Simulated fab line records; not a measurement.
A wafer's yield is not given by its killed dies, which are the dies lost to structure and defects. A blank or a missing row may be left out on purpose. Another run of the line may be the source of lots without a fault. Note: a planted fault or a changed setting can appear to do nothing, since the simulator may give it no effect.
fab line records ; flow n5Finfet
[record] lots = 7; wafers = 39
route steps=1938 shown FIN_SAQP@120 FIN_CUT@160 STI_FIN_REVEAL@190 DUMMY_GATE@250 SD_EPI_N@281 SD_EPI_P@321 HKMG_FIN@457
startH: the number of hours between the record's first day and the start of the first shown wafer of the lot ; waitH: how many hours have passed since the lot's step before this one ; " the same as in the row above ; L1.1+2: several wafers, shown together as one row ; - no value, or no start given ; * or withheld: withheld ; < > ~ a bound
route shown NAME@n: a module of which the file shows steps, and the number in the route of the first ; usual: mean/standard deviation of fault-free wafers ; same: alike in all rows ; chamber/n: place in a boat ; sites: per-site readings ; _std_site: the values' standard deviation ; _edge_site: outer sites' mean less inner sites' ; radiusMm: how far each site lies from the wafer's centre ; mask NAME#n: copy n ; behind: the last tool/chamber to shape the wafer ; hold: why the lot was held/for how many hours/how that ended ; device: the transistor (n, p or np) that didn't switch ; end of line: the tests these same wafers got at the end of their route ; a step without rows: its recipe alone ; killed: the dies lost at the first sort to structure and to defects; this is not the yield of the wafer ; map: per-die view of a wafer (x killed, . not killed, _ where there is no die)
set.NAME: the run value of the setting; set.NAME@STEP: its run value at that earlier step ; model.NAME: the simulator's own value behind a step, which no gauge read
lots run with intentionally changed settings; tables by step, rows by wafer
[[steps]]
[step N5_FIN_SAQP_MANDREL_ETCH_22]
[recipe] targetDepthA = 600; chemistry = HBr/Cl2; target = a-Si; stopOn = SiNx; btTimeS = 10; overEtchFrac = 0.5; timeS = 30; pressureMtorr = 10; icpW = 800; biasW = 75; HBr_flow_sccm = 150; Cl2_flow_sccm = 80; ends = endPoint
lot.wafer;tool;chamber;startH;waitH;set.icpW;model.SOC_of_FIN_SAQP_COAT_49.thkNm
L077.1;rieSi-05;2;42.42;0.0;800;75.5
L077.2;rieSi-05;3;42.42;0.0;895.8;75.11
L077.3;rieSi-05;1;42.42;0.0;895.8;75.35
L077.4;rieSi-05;0;42.42;0.0;895.8;75.33
L077.5;rieSi-05;3;42.42;0.0;800;76.69
L077.6;rieSi-05;0;42.42;0.0;800;76.56
L078.1;rieSi-05;3;48.40;0.0;933.6;74.76
L078.2;rieSi-05;1;48.40;0.0;800;75.85
L078.3;rieSi-05;0;48.40;0.0;800;75.92
L078.4;rieSi-05;2;48.40;0.0;933.6;73.48
L078.5;rieSi-05;0;48.40;0.0;800;75.81
L078.6;rieSi-05;1;48.40;0.0;933.6;74.12
L082.1;rieSi-02;0;70.45;0.0;687.5;77.45
L082.2;rieSi-02;3;70.45;0.0;800;76.07
L082.3;rieSi-02;2;70.45;0.0;687.5;77.75
L082.4;rieSi-02;1;70.45;0.0;687.5;78.15
L082.5;rieSi-02;0;70.45;0.0;800;76.27
L082.6;rieSi-02;3;70.45;0.0;800;76.12
L084.1;rieSi-02;2;82.20;0.0;800;75.74
L084.2;rieSi-02;3;82.20;0.0;800;75.34
L084.3;rieSi-02;1;82.20;0.0;800;76.09
L084.4;rieSi-02;0;82.20;0.0;800;75.91
L084.5;rieSi-02;0;82.20;0.0;800;75.68
L084.6;rieSi-02;1;82.20;0.0;800;76.26
L085.1;rieSi-05;3;88.49;0.0;855.5;75.28
L085.2;rieSi-05;0;88.49;0.0;800;76
L085.3;rieSi-05;1;88.49;0.0;855.5;75.2
L085.4;rieSi-05;2;88.49;0.0;800;75.06
L085.5;rieSi-05;3;88.49;0.0;855.5;75.66
L085.6;rieSi-05;0;88.49;0.0;800;75.92
L090.1;rieSi-05;2;118.15;0.0;800;75.23
L090.5;rieSi-05;1;118.15;0.0;800;75.76
L090.6;rieSi-05;2;118.15;0.0;800;75.07
L093.1;rieSi-02;3;136.41;0.0;710.6;77.13
L093.2;rieSi-02;0;136.41;0.0;710.6;77.33
L093.3;rieSi-02;1;136.41;0.0;800;76.49
L093.4;rieSi-02;2;136.41;0.0;710.6;77.98
L093.5;rieSi-02;2;136.41;0.0;800;76.4
L093.6;rieSi-02;1;136.41;0.0;800;76.33
[step N5_FIN_CUT_EXPOSE_05]
[recipe] maskId = FIN_CUT; na = 0.33; sourceShape = annular; sigmaInner = 0.35; sigmaOuter = 0.8; polarization = unpolarized; doseMj = 45.75
lot.wafer;tool;chamber;startH;waitH;mask;set.doseMj
L077.1+2+3+4+5+6;euvScanner-02;0;46.76;-;FIN_CUT#0;45.75
L078.1+4+5;euvScanner-02;0;53.05;-;FIN_CUT#0;45.75
L078.2+3+6;euvScanner-02;0;53.05;-;FIN_CUT#0;42.3
L082.1+2+3+4+5+6;euvScanner-01;0;74.81;-;FIN_CUT#0;45.75
L084.1+2+3+4+5+6;euvScanner-02;0;86.55;-;FIN_CUT#0;45.75
L085.1+5+6;euvScanner-01;0;93.13;-;FIN_CUT#0;44.11
L085.2+3+4;euvScanner-01;0;93.13;-;FIN_CUT#0;45.75
L090.1+5+6;euvScanner-02;0;122.52;-;FIN_CUT#0;45.75
L093.1+2+3+4+5+6;euvScanner-01;0;142.13;-;FIN_CUT#0;45.75
[step N5_FIN_CUT_PEB_06]
[recipe] pebTempC = 100; pebTimeS = 60; resist = CAR-EUV
[step N5_FIN_CUT_DEVELOP_07]
[recipe] developTimeS = 30; developer = TMAH; resist = CAR-EUV; rinseLiquid = surfactantRinse; dry = airSpin; devTempC = 23
[step N5_FIN_CUT_DESCUM_13]
[recipe] chemistry = O2; timeS = 7; sourcePowerW = 50; biasPowerW = 20; pressureMtorr = 20; rfFrequencyHz = 2.712e+07; tempC = 40; resist = CAR-EUV; o2FlowSccm = 225
[step N5_FIN_CUT_ETCH_30]
[recipe] chemistry = N2/H2; target = underlayer; targetDepthA = 130; maskMaterial = CAR-EUV; timeS = 10.4; ionEnergyEv = 200; pressureMtorr = 30; sourceW = 840; biasW = 150; n2FlowSccm = 200; h2FlowSccm = 200; ends = cleared
lot.wafer;tool;chamber;startH;waitH;set.doseMj@FIN_CUT_EXPOSE_05;model.FIN_CUT.cdOffsetNm
L077.1+2+3+6;rieDiel-01;1,2,3,2;47.05;0.0;45.75;0
L077.4+5;rieDiel-01;0,3;47.05;0.0;45.75;-0.2
L078.1+5;rieDiel-04;3,0;53.35;0.0;45.75;-0.4
L078.2;rieDiel-04;1;53.35;0.0;42.3;-1.4
L078.3;rieDiel-04;0;53.35;0.0;42.3;-1.8
L078.4;rieDiel-04;2;53.35;0.0;45.75;-0.2
L078.6;rieDiel-04;3;53.35;0.0;42.3;-1.6
L082.1+2+4+6;rieDiel-04;0,3,1,3;75.10;0.0;45.75;0
L082.3;rieDiel-04;2;75.10;0.0;45.75;-0.2
L082.5;rieDiel-04;2;75.10;0.0;45.75;-0.4
L084.1+2;rieDiel-01;3,1;86.84;0.0;45.75;0.2
L084.3+4+5;rieDiel-01;2,0,3;86.84;0.0;45.75;0
L084.6;rieDiel-01;0;86.84;0.0;45.75;-0.2
L085.1+5;rieDiel-01;3,2;94.05;0.0;44.11;-0.8
L085.2;rieDiel-01;2;94.05;0.0;45.75;0
L085.3;rieDiel-01;1;94.05;0.0;45.75;-0.2
L085.4;rieDiel-01;0;94.05;0.0;45.75;-0.4
L085.6;rieDiel-01;1;94.05;0.0;44.11;-0.6
L090.1+6;rieDiel-01;1,3;123.10;0.0;45.75;0.2
L090.5;rieDiel-01;1;123.10;0.0;45.75;0
L093.1+5;rieDiel-04;2,3;142.77;0.0;45.75;0
L093.2+4;rieDiel-04;3,2;142.77;0.0;45.75;-0.2
L093.3+6;rieDiel-04;0;142.77;0.0;45.75;-0.4
[step N5_FIN_CUT_ETCH_20]
[recipe] chemistry = CF4; target = SiARC; targetDepthA = 260; maskMaterial = CAR-EUV; timeS = 43.3; ionEnergyEv = 80; pressureMtorr = 40; sourceW = 545; biasW = 36; Ar_flow_sccm = 100; cf4FlowSccm = 100; ends = cleared
lot.wafer;tool;chamber;startH;waitH;set.doseMj@FIN_CUT_EXPOSE_05;model.FIN_CUT.cdOffsetNm
L077.1+3+6;rieDiel-01;1,3,2;47.07;0.0;45.75;0
L077.2;rieDiel-01;2;47.07;0.0;45.75;0.2
L077.4+5;rieDiel-01;0,3;47.07;0.0;45.75;-0.2
L078.1;rieDiel-04;3;53.37;0.0;45.75;-0.4
L078.2;rieDiel-04;1;53.37;0.0;42.3;-1.2
L078.3+6;rieDiel-04;0,3;53.37;0.0;42.3;-1.6
L078.4+5;rieDiel-04;2,0;53.37;0.0;45.75;-0.2
L082.1+3+5+6;rieDiel-04;0,2,2,3;75.12;0.0;45.75;-0.2
L082.2+4;rieDiel-04;3,1;75.12;0.0;45.75;0
L084.1+3;rieDiel-01;3,2;86.86;0.0;45.75;0.2
L084.2;rieDiel-01;1;86.86;0.0;45.75;0.4
L084.4+5;rieDiel-01;0,3;86.86;0.0;45.75;0
L084.6;rieDiel-01;0;86.86;0.0;45.75;-0.2
L085.1;rieDiel-01;3;94.07;0.0;44.11;-0.8
L085.2+3;rieDiel-01;2,1;94.07;0.0;45.75;0
L085.4;rieDiel-01;0;94.07;0.0;45.75;-0.4
L085.5;rieDiel-01;2;94.07;0.0;44.11;-0.6
L085.6;rieDiel-01;1;94.07;0.0;44.11;-0.4
L090.1+5+6;rieDiel-01;1,1,3;123.11;0.0;45.75;0.2
L093.1+3+4+6;rieDiel-04;2,0,2,0;142.79;0.0;45.75;-0.2
L093.2+5;rieDiel-04;3;142.79;0.0;45.75;0
[step N5_STI_FIN_REVEAL_ETCHBACK_08]
[recipe] chemistry = C4F6/O2; target = SiO2; targetDepthA = 305; timeS = 10.167; ionEnergyEv = 250; pressureMtorr = 30; sourceW = 345; biasW = 185; Ar_flow_sccm = 300; C4F6_flow_sccm = 10; O2_flow_sccm = 10
lot.wafer;tool;chamber;startH;waitH;set.targetDepthA
L077.1+3+6;rieDiel-06;1,2,3;53.71;0.2;268.7
L077.2+4+5;rieDiel-06;3,0,0;53.71;0.2;305
L078.1+2+5;rieDiel-02;1,0,1;60.50;0.2;305
L078.3+4+6;rieDiel-02;3,2,2;60.50;0.2;327.4
L082.1+2+3;rieDiel-05;0,1,2;81.69;0.2;305
L082.4+5+6;rieDiel-05;3,3,2;81.69;0.2;341.7
L084.1+3+5;rieDiel-05;1,0,1;93.38;0.2;318.2
L084.2+4+6;rieDiel-05;2,3,2;93.38;0.2;305
L085.1+4+5;rieDiel-05;0,2,0;102.04;0.2;286.5
L085.2+3+6;rieDiel-05;1,3,3;102.04;0.2;305
L090.1+5+6;rieDiel-02;2,3,2;129.72;0.2;305
L093.1+5+6;rieDiel-05;0,1,0;149.36;0.2;305
L093.2+3+4;rieDiel-05;2,3,1;149.36;0.2;275.3
[step N5_STI_FIN_REVEAL_STRIP_24]
[recipe] chemistry = N2/H2; timeS = 90; powerW = 100; tempC = 40; pressureMtorr = 100; rfFrequencyHz = 6e+07; biasPowerW = 3; n2FlowSccm = 300; h2FlowSccm = 300
[step N5_STI_FIN_REVEAL_PRECLEAN_25]
[recipe] chemistry = SPM; timeS = 90; tempC = 120; mix = 4:1
[step N5_STI_FIN_REVEAL_SRD_23]
[recipe] dry = ipaMarangoni; timeS = 30; tempC = 23; rinseLiquid = diw
[step N5_STI_FIN_REVEAL_FIN_H_MEAS_10]
[usual] trenchDepthNm = 52.2/0.81
lot.wafer;tool;chamber;startH;waitH;set.targetDepthA@STI_FIN_REVEAL_ETCHBACK_08;trenchDepthNm
L077.1;ocd-02;-;56.66;0.0;268.7;48.1
L077.2;ocd-02;-;56.66;0.0;305;52.1
L077.3;ocd-02;-;56.66;0.0;268.7;47.5
L077.4;ocd-02;-;56.66;0.0;305;52.6
L077.5;ocd-02;-;56.66;0.0;305;52.1
L077.6;ocd-02;-;56.66;0.0;268.7;47.4
L078.1;ocd-01;-;63.50;0.0;305;52.5
L078.2;ocd-01;-;63.50;0.0;305;54.0
L078.3;ocd-01;-;63.50;0.0;327.4;54.5
L078.4;ocd-01;-;63.50;0.0;327.4;55.2
L078.5;ocd-01;-;63.50;0.0;305;53.0
L078.6;ocd-01;-;63.50;0.0;327.4;54.3
L082.1;ocd-01;-;84.82;0.0;305;52.0
L082.2;ocd-01;-;84.82;0.0;305;52.0
L082.3;ocd-01;-;84.82;0.0;305;51.9
L082.4;ocd-01;-;84.82;0.0;341.7;54.3
L082.5;ocd-01;-;84.82;0.0;341.7;54.9
L082.6;ocd-01;-;84.82;0.0;341.7;55.4
L084.1;ocd-02;-;96.38;0.0;318.2;54.9
L084.2;ocd-02;-;96.38;0.0;305;53.6
L084.3;ocd-02;-;96.38;0.0;318.2;54.9
L084.4;ocd-02;-;96.38;0.0;305;51.4
L084.5;ocd-02;-;96.38;0.0;318.2;54.5
L084.6;ocd-02;-;96.38;0.0;305;52.8
L085.1;ocd-02;-;104.99;0.0;286.5;51.1
L085.2;ocd-02;-;104.99;0.0;305;52.8
L085.3;ocd-02;-;104.99;0.0;305;51.4
L085.4;ocd-02;-;104.99;0.0;286.5;51.6
L085.5;ocd-02;-;104.99;0.0;286.5;51.2
L085.6;ocd-02;-;104.99;0.0;305;51.7
L090.1;ocd-02;-;132.69;0.0;305;53.0
L090.5;ocd-02;-;132.69;0.0;305;52.3
L090.6;ocd-02;-;132.69;0.0;305;52.5
L093.1;ocd-02;-;152.34;0.0;305;51.1
L093.2;ocd-02;-;152.34;0.0;275.3;48.4
L093.3;ocd-02;-;152.34;0.0;275.3;48.0
L093.4;ocd-02;-;152.34;0.0;275.3;49.0
L093.5;ocd-02;-;152.34;0.0;305;52.0
L093.6;ocd-02;-;152.34;0.0;305;51.4
[step N5_DUMMY_GATE_ETCH_42]
[recipe] chemistry = CHF3/O2; target = SiO2; targetDepthA = 35; timeS = 31; ionEnergyEv = 30; biasW = 12; pressureMtorr = 30; sourceW = 600; Ar_flow_sccm = 200; CHF3_flow_sccm = 50; O2_flow_sccm = 5
[usual] rfVppV = 42.6/0.98
lot.wafer;tool;chamber;startH;waitH;set.biasW;rfVppV
L077.1;rieDiel-03;3;67.10;0.0;12;42.4
L077.2;rieDiel-03;1;67.10;0.0;12;42.8
L077.3;rieDiel-03;0;67.10;0.0;12;42.9
L077.4;rieDiel-03;2;67.10;0.0;12;43.0
L077.5;rieDiel-03;2;67.10;0.0;12;43.4
L077.6;rieDiel-03;3;67.10;0.0;12;42.0
L078.1;rieDiel-03;0;73.65;0.0;12;41.6
L078.2;rieDiel-03;2;73.65;0.0;13.32;46.3
L078.3;rieDiel-03;1;73.65;0.0;12;42.2
L078.4;rieDiel-03;3;73.65;0.0;13.32;45.8
L078.5;rieDiel-03;2;73.65;0.0;12;42.1
L078.6;rieDiel-03;3;73.65;0.0;13.32;45.4
L082.1;rieDiel-01;1;95.18;0.0;12;42.1
L082.2;rieDiel-01;3;95.18;0.0;10.5;39.3
L082.3;rieDiel-01;2;95.18;0.0;12;41.3
L082.4;rieDiel-01;0;95.18;0.0;10.5;38.8
L082.5;rieDiel-01;1;95.18;0.0;10.5;38.7
L082.6;rieDiel-01;0;95.18;0.0;12;41.0
L084.1;rieDiel-03;0;106.31;0.0;12.99;44.8
L084.2;rieDiel-03;1;106.31;0.0;12;43.2
L084.3;rieDiel-03;2;106.31;0.0;12;44.6
L084.4;rieDiel-03;2;106.31;0.0;12.99;47.0
L084.5;rieDiel-03;0;106.31;0.0;12.99;44.3
L084.6;rieDiel-03;1;106.31;0.0;12;43.6
L085.1;rieDiel-03;0;114.66;0.0;13.92;47.2
L085.2;rieDiel-03;3;114.66;0.0;13.92;49.8
L085.3;rieDiel-03;2;114.66;0.0;12;41.9
L085.4;rieDiel-03;1;114.66;0.0;12;44.2
L085.5;rieDiel-03;2;114.66;0.0;12;42.6
L085.6;rieDiel-03;1;114.66;0.0;13.92;48.7
L090.1;rieDiel-01;0;142.65;0.3;12;41.4
L090.5;rieDiel-01;2;142.65;0.3;12;42.1
L090.6;rieDiel-01;3;142.65;0.3;12;40.2
L093.1;rieDiel-03;3;164.24;0.0;12;43.3
L093.2;rieDiel-03;2;164.24;0.0;11.23;40.3
L093.3;rieDiel-03;1;164.24;0.0;11.23;40.4
L093.4;rieDiel-03;0;164.24;0.0;12;42.0
L093.5;rieDiel-03;1;164.24;0.0;11.23;42.2
L093.6;rieDiel-03;2;164.24;0.0;12;41.9
[step N5_SD_EPI_N_SD_RECESS_17]
[recipe] chemistry = HBr/Cl2/O2; targetDepthA = 410; maskMaterial = SOC; timeS = 23.7; btTimeS = 3; pressureMtorr = 10; icpW = 800; biasW = 112; HBr_flow_sccm = 150; Cl2_flow_sccm = 80; O2_flow_sccm = 12
lot.wafer;tool;chamber;startH;waitH;set.timeS;model.etch.depthNm;model.SD_EPI_N.featureDepthNm;model.Si_of_WELL_APT_EPI_41.thkNm
L077.1;rieSi-05;2;69.12;0.0;25.75;45.29;45.2;4.2
L077.2;rieSi-05;0;69.12;0.0;23.7;41.44;41.4;7
L077.3;rieSi-05;1;69.12;0.0;25.75;44.15;44.2;5.4
L077.4;rieSi-05;3;69.12;0.0;25.75;44.07;44;4.6
L077.5;rieSi-05;0;69.12;0.0;23.7;41.42;41.4;6.6
L077.6;rieSi-05;1;69.12;0.0;23.7;40.74;40.8;8
L078.1;rieSi-04;3;75.54;0.0;21.97;37.65;37.6;11.6
L078.2;rieSi-04;0;75.54;0.0;23.7;41.05;41;8.2
L078.3;rieSi-04;1;75.54;0.0;21.97;37.4;37.4;11.8
L078.4;rieSi-04;3;75.54;0.0;21.97;37.83;37.8;12.4
L078.5;rieSi-04;1;75.54;0.0;23.7;40.38;40.4;9
L078.6;rieSi-04;0;75.54;0.0;23.7;40.73;40.8;8.4
L082.1;rieSi-05;0;97.62;0.0;23.7;41.21;41.2;8.2
L082.2;rieSi-05;1;97.62;0.0;23.7;41.12;41.2;8
L082.3;rieSi-05;3;97.62;0.0;25.68;43.72;43.8;5.6
L082.4;rieSi-05;2;97.62;0.0;25.68;45.5;45.4;4.2
L082.5;rieSi-05;3;97.62;0.0;23.7;40.3;40.4;9
L082.6;rieSi-05;2;97.62;0.0;25.68;45.54;45.6;4.2
L084.1;rieSi-04;3;109.01;0.0;23.7;40.28;40.2;9.8
L084.2;rieSi-04;1;109.01;0.0;23.7;40.63;40.6;8.4
L084.3;rieSi-04;2;109.01;0.0;23.7;41.54;41.6;8.6
L084.4;rieSi-04;0;109.01;0.0;23.7;40.49;40.4;9
L084.5;rieSi-04;3;109.01;0.0;23.7;40.1;40.2;10
L084.6;rieSi-04;2;109.01;0.0;23.7;41.14;41.2;8.8
L085.1;rieSi-05;3;116.55;0.0;23.7;41.26;41.2;8
L085.2;rieSi-05;0;116.55;0.0;23.7;41.86;41.8;7.4
L085.3;rieSi-05;1;116.55;0.0;23.7;41.7;41.6;7.2
L085.4;rieSi-05;2;116.55;0.0;23.7;42.25;42.2;6.6
L085.5;rieSi-05;1;116.55;0.0;23.7;41.78;41.8;7.4
L085.6;rieSi-05;2;116.55;0.0;23.7;42.73;42.8;6.2
L090.1;rieSi-02;3;144.74;0.0;23.7;40.39;40.4;9.6
L090.5;rieSi-02;1;144.74;0.0;23.7;40.2;40.2;10
L090.6;rieSi-02;0;144.74;0.0;23.7;40.81;40.8;9.4
L093.1;rieSi-05;3;166.25;0.0;23.7;40.76;40.8;9
L093.2;rieSi-05;0;166.25;0.0;23.7;41.33;41.4;8.2
L093.3;rieSi-05;1;166.25;0.0;23.7;41.23;41.2;7.8
L093.4;rieSi-05;2;166.25;0.0;23.7;42.51;42.6;7.2
L093.5;rieSi-05;3;166.25;0.0;23.7;40.9;40.8;9
L093.6;rieSi-05;0;166.25;0.0;23.7;41.47;41.4;8
[step N5_SD_EPI_P_EPI_21]
[recipe] material = SiGe:B; dopant = B; tempC = 550; pressureTorr = 20; ambient = H2; timeS = 355
lot.wafer;tool;chamber;startH;waitH;set.epiGrowthTimeS;model.SiGe-B_of_SD_EPI_P_EPI_21.thkNm
L077.1+2+3;epiRpcvd-03;0;74.66;0.1;355;61.6
L077.4;epiRpcvd-03;0;75.74;1.1;355;62.2
L077.5;epiRpcvd-03;0;75.74;1.1;355;61
L077.6;epiRpcvd-03;0;75.74;1.1;355;61.8
L078.1;epiRpcvd-02;0;80.86;0.2;394.3;64.6
L078.2;epiRpcvd-02;0;80.86;0.2;394.3;65
L078.3;epiRpcvd-02;0;80.86;0.2;355;60.6
L078.4;epiRpcvd-02;0;80.86;0.2;394.3;65.2
L078.5;epiRpcvd-02;0;80.86;0.2;355;60.2
L078.6;epiRpcvd-02;0;80.86;0.2;355;59.8
L082.1;epiRpcvd-02;0;103.67;0.2;394.1;64.8
L082.2;epiRpcvd-02;0;103.67;0.2;394.1;65
L082.3;epiRpcvd-02;0;103.67;0.2;355;60
L082.4;epiRpcvd-02;0;103.67;0.2;394.1;65.2
L082.5;epiRpcvd-02;0;103.67;0.2;355;60.4
L082.6;epiRpcvd-02;0;103.67;0.2;355;61.2
L084.1;epiRpcvd-01;0;114.85;0.1;355;61.2
L084.2;epiRpcvd-01;0;114.85;0.1;355;60.2
L084.3;epiRpcvd-01;0;114.85;0.1;369.9;62.4
L084.4;epiRpcvd-01;0;114.85;0.1;369.9;63
L084.5;epiRpcvd-01;0;114.85;0.1;369.9;62
L084.6;epiRpcvd-01;0;114.85;0.1;355;60.8
L085.1;epiRpcvd-02;0;122.61;0.2;374.4;64
L085.2;epiRpcvd-02;0;122.61;0.2;355;61.6
L085.3+6;epiRpcvd-02;0;122.61;0.2;374.4;62.8
L085.4;epiRpcvd-02;0;122.61;0.2;355;60.8
L085.5;epiRpcvd-02;0;122.61;0.2;355;61
L090.1+6;epiRpcvd-02;0;150.83;0.2;355;60.8
L090.5;epiRpcvd-02;0;152.75;2.0;355;61
L093.1;epiRpcvd-03;0;171.35;0.1;355;62
L093.2+6;epiRpcvd-03;0;171.35;0.1;355;61.2
L093.3+5;epiRpcvd-03;0;171.35;0.1;355;61.6
L093.4;epiRpcvd-03;0;171.35;0.1;355;61.8
[step N5_SD_EPI_P_EPI_MEAS_23]
[recipe] mode = xrd
[usual] thkNm = 61.0/1.1
lot.wafer;tool;chamber;startH;waitH;set.epiGrowthTimeS@SD_EPI_P_EPI_21;thkNm
L077.1;filmMetro-01;-;76.85;1.8;355;61.7
L077.2;filmMetro-01;-;76.85;1.8;355;61.5
L077.3;filmMetro-01;-;76.85;1.8;355;61.4
L077.4;filmMetro-01;-;76.85;1.8;355;63.6
L077.5;filmMetro-01;-;76.85;1.8;355;61.4
L077.6;filmMetro-01;-;76.85;1.8;355;61.5
L078.1;filmMetro-01;-;83.77;2.4;394.3;65.2
L078.2;filmMetro-01;-;83.77;2.4;394.3;66.0
L078.3;filmMetro-01;-;83.77;2.4;355;61.5
L078.4;filmMetro-01;-;83.77;2.4;394.3;64.7
L078.5;filmMetro-01;-;83.77;2.4;355;59.9
L078.6;filmMetro-01;-;83.77;2.4;355;59.4
L082.1;filmMetro-02;-;106.58;2.4;394.1;64.5
L082.2;filmMetro-02;-;106.58;2.4;394.1;65.5
L082.3;filmMetro-02;-;106.58;2.4;355;59.7
L082.4;filmMetro-02;-;106.58;2.4;394.1;64.7
L082.5;filmMetro-02;-;106.58;2.4;355;60.9
L082.6;filmMetro-02;-;106.58;2.4;355;60.8
L084.1;filmMetro-01;-;117.04;1.8;355;60.5
L084.2;filmMetro-01;-;117.04;1.8;355;60.3
L084.3;filmMetro-01;-;117.04;1.8;369.9;63.8
L084.4;filmMetro-01;-;117.04;1.8;369.9;63.4
L084.5;filmMetro-01;-;117.04;1.8;369.9;62.8
L084.6;filmMetro-01;-;117.04;1.8;355;59.8
L085.1;filmMetro-02;-;125.52;2.4;374.4;64.6
L085.2;filmMetro-02;-;125.52;2.4;355;61.8
L085.3;filmMetro-02;-;125.52;2.4;374.4;63.0
L085.4;filmMetro-02;-;125.52;2.4;355;59.3
L085.5;filmMetro-02;-;125.52;2.4;355;60.4
L085.6;filmMetro-02;-;125.52;2.4;374.4;61.2
L090.1;filmMetro-01;-;153.75;2.4;355;61.4
L090.5;filmMetro-01;-;153.75;2.4;355;62.0
L090.6;filmMetro-01;-;153.75;2.4;355;61.3
L093.1;filmMetro-01;-;173.55;1.8;355;61.9
L093.2;filmMetro-01;-;173.55;1.8;355;62.0
L093.3;filmMetro-01;-;173.55;1.8;355;62.4
L093.4;filmMetro-01;-;173.55;1.8;355;61.0
L093.5;filmMetro-01;-;173.55;1.8;355;60.9
L093.6;filmMetro-01;-;173.55;1.8;355;63.4
[step N5_HKMG_FIN_ALD_72]
[recipe] material = W; targetThkA = 20; tempC = 300; pressureTorr = 7.5; aldPrecursorFamily = WF6; aldCoReactant = B2H6; pulseTimeS = 1; purgeTimeS = 2; coReactantPurgeTimeS = 2; coReactantPulseTimeS = 3; aldCycles = 7
lot.wafer;tool;chamber;startH;waitH;set.aldCycles;model.W_of_HKMG_FIN_ALD_72.thkNm
L077.1+3;cvdW-01;0,1;97.89;0.2;7;2
L077.2;cvdW-01;1;97.89;0.2;7;2.2
L077.4;cvdW-01;0;97.89;0.2;6;1.8
L077.5+6;cvdW-01;1,0;97.89;0.2;6;1.6
L078.1+2+3+4+5+6;cvdW-02;0,1,1,0,1,0;104.63;0.2;7;2
L082.1+2+4+5;cvdW-01;0,1,1,1;127.44;0.2;7;2.2
L082.3+6;cvdW-01;0;127.44;0.2;7;2
L084.1+2+5;cvdW-02;0,1,1;137.72;0.2;7;2
L084.3+4+6;cvdW-02;1,0,0;137.72;0.2;6;1.6
L085.1+3;cvdW-01;0,1;147.17;0.2;8;2.4
L085.2+4;cvdW-01;1,0;147.17;0.2;7;2.2
L085.5;cvdW-01;1;147.17;0.2;8;2.6
L085.6;cvdW-01;0;147.17;0.2;7;2
L090.1+5;cvdW-01;1,0;174.64;0.2;7;2
L090.6;cvdW-01;1;174.64;0.2;7;2.2
L093.1+6;cvdW-02;1,0;194.94;0.2;6;1.8
L093.2;cvdW-02;0;194.94;0.2;6;1.6
L093.3+5;cvdW-02;0,1;194.94;0.2;7;2
L093.4;cvdW-02;1;194.94;0.2;7;2.2
[[key]]
[split] step = N5_FIN_SAQP_MANDREL_ETCH_22; setting = icpW; stated = 800; by = wafer
[response] step = N5_FIN_SAQP_MANDREL_ETCH_22; reading = model.SOC_of_FIN_SAQP_COAT_49.thkNm; change = -0.0979; per = 1%; r = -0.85
[split] step = N5_FIN_CUT_EXPOSE_05; setting = doseMj; stated = 45.75; by = wafer
[response] step = N5_FIN_CUT_ETCH_30; reading = model.FIN_CUT.cdOffsetNm; change = +0.164; per = 1%; r = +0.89
[response] step = N5_FIN_CUT_ETCH_20; reading = model.FIN_CUT.cdOffsetNm; change = +0.154; per = 1%; r = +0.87
[split] step = N5_STI_FIN_REVEAL_ETCHBACK_08; setting = targetDepthA; stated = 305; by = wafer
[response] step = N5_STI_FIN_REVEAL_FIN_H_MEAS_10; reading = trenchDepthNm; change = +0.293; per = 1%; r = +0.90
[split] step = N5_DUMMY_GATE_ETCH_42; setting = biasW; stated = 12; by = wafer
[response] step = N5_DUMMY_GATE_ETCH_42; reading = rfVppV; change = +0.29; per = 1%; r = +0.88
[split] step = N5_SD_EPI_N_SD_RECESS_17; setting = timeS; stated = 23.7; by = wafer
[response] step = N5_SD_EPI_N_SD_RECESS_17; reading = model.etch.depthNm; change = +0.429; per = 1%; r = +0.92
[response] step = N5_SD_EPI_N_SD_RECESS_17; reading = model.SD_EPI_N.featureDepthNm; change = +0.427; per = 1%; r = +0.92
[response] step = N5_SD_EPI_N_SD_RECESS_17; reading = model.Si_of_WELL_APT_EPI_41.thkNm; change = -0.391; per = 1%; r = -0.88
[split] step = N5_SD_EPI_P_EPI_21; setting = epiGrowthTimeS; stated = 355; by = wafer
[response] step = N5_SD_EPI_P_EPI_21; reading = model.SiGe-B_of_SD_EPI_P_EPI_21.thkNm; change = +0.412; per = 1%; r = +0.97
[response] step = N5_SD_EPI_P_EPI_MEAS_23; reading = thkNm; change = *; per = 1%; r = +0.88
[split] step = N5_HKMG_FIN_ALD_72; setting = aldCycles; stated = 7; by = wafer
[response] step = N5_HKMG_FIN_ALD_72; reading = model.W_of_HKMG_FIN_ALD_72.thkNm; change = +0.0257; per = 1%; r = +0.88
